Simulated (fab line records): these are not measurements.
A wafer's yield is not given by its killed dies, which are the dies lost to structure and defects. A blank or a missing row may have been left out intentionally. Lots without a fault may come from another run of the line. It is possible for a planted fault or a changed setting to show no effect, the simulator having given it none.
Chamber matching || flow nand_harc || 4 sister chambers for NHARC_A_CHANNEL_FILL_D2_ALD_14 on ald_hk-03
The step deposits SiO2, target thk 2.5 nm, pulse time 10 s, ald cycles 25. 4 wafers are shown with their chamber, then 8 later ones without.

WAFERS, EACH WITH ITS CHAMBER
{"wafer": "L089.1", "chamber": 0, "heater_power_w (W)": 495}
{"wafer": "L089.4", "chamber": 2, "heater_power_w (W)": 453}
{"wafer": "L089.5", "chamber": 3, "heater_power_w (W)": 335}
{"wafer": "L092.1", "chamber": 1, "heater_power_w (W)": 434}

WAFERS MISSING THEIR CHAMBER
{"wafer": "L092.2", "heater_power_w (W)": 454}
{"wafer": "L092.5", "heater_power_w (W)": 492}
{"wafer": "L093.2", "heater_power_w (W)": 442}
{"wafer": "L093.5", "heater_power_w (W)": 349}
{"wafer": "L093.6", "heater_power_w (W)": 489}
{"wafer": "L094.1", "heater_power_w (W)": 490}
{"wafer": "L094.2", "heater_power_w (W)": 462}
{"wafer": "L094.6", "heater_power_w (W)": 513}

WHICH CHAMBER EACH ONE RAN IN
{"wafer": "L092.2", "from the rows above": "can't be placed: 2 or 1", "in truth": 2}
{"wafer": "L092.5", "from the rows above": 0, "in truth": 0}
{"wafer": "L093.2", "from the rows above": "can't be placed: 1 or 2", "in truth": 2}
{"wafer": "L093.5", "from the rows above": 3, "in truth": 3}
{"wafer": "L093.6", "from the rows above": 0, "in truth": 0}
{"wafer": "L094.1", "from the rows above": 0, "in truth": 0}
{"wafer": "L094.2", "from the rows above": "can't be placed: 2 or 1", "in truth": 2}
{"wafer": "L094.6", "from the rows above": 0, "in truth": 0}
Correct placement for 5 of the 8. From these rows, 3 cannot be placed; in 3 the true chamber is one of the candidates. Placed wrongly: 0.
How it was worked out, from the rows above alone: a wafer's distance from a chamber is the root of the sum, over the readings, of the square of ((its reading less the chamber's mean) divided by the reading's scatter). The wafer belongs to the nearest chamber; if the next one is less than 2 further off, it can't be placed. For every chamber, the mean is computed from those of its wafers that are shown. The scatter: root of mean squared gap, hidden wafer to nearest shown wafer, with one shown wafer a chamber.
